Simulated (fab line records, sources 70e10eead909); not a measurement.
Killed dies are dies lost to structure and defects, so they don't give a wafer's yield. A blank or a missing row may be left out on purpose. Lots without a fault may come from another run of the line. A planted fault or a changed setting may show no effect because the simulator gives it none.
Chamber matching | flow nand_harc | NHARC_A_STAIRCASE_DESCUM_270 on rie_diel-03: 4 sister chambers
The step chemistry O2, time 3 s. 4 wafers are shown with their chamber, then 9 later ones without.

WAFERS WITH THEIR CHAMBER
wafer  | chamber | showerhead_plenum_p_Torr (Torr)
L081.5 | 1       | 1.76
L088.1 | 3       | 2.01
L088.3 | 0       | 1.86
L088.4 | 2       | 1.82

WAFERS WITHOUT THEIR CHAMBER
wafer  | showerhead_plenum_p_Torr (Torr)
L090.1 | 1.81
L090.3 | 1.85
L090.5 | 2.07
L089.1 | 2.00
L089.5 | 1.81
L089.6 | 2.00
L096.1 | 2.00
L096.4 | 2.06
L096.6 | 2.00

WHICH CHAMBER EACH WENT THROUGH
wafer  | from the rows above          | in truth
L090.1 | can't be placed: 2 or 0 or 1 | 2
L090.3 | can't be placed: 0 or 2      | 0
L090.5 | 3                            | 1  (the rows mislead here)
L089.1 | 3                            | 3
L089.5 | can't be placed: 2 or 0 or 1 | 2
L089.6 | 3                            | 3
L096.1 | 3                            | 3
L096.4 | 3                            | 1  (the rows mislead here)
L096.6 | 3                            | 3
Placed correctly: 4 of 9. Can't be placed from these rows: 3 (the true chamber is among the candidates in 3). Placed wrongly: 2.
How it was worked out, from the rows above alone: a wafer's distance from a chamber is the root of the sum, over the readings, of the square of ((its reading less the chamber's mean) divided by the reading's scatter). The wafer belongs to the nearest chamber; if the next one is less than 2 further off, it can't be placed. A chamber's mean is the mean of its shown wafers. The scatter: with one shown wafer a chamber, the root of the mean of the squares of how far each hidden wafer lies from its nearest shown one.
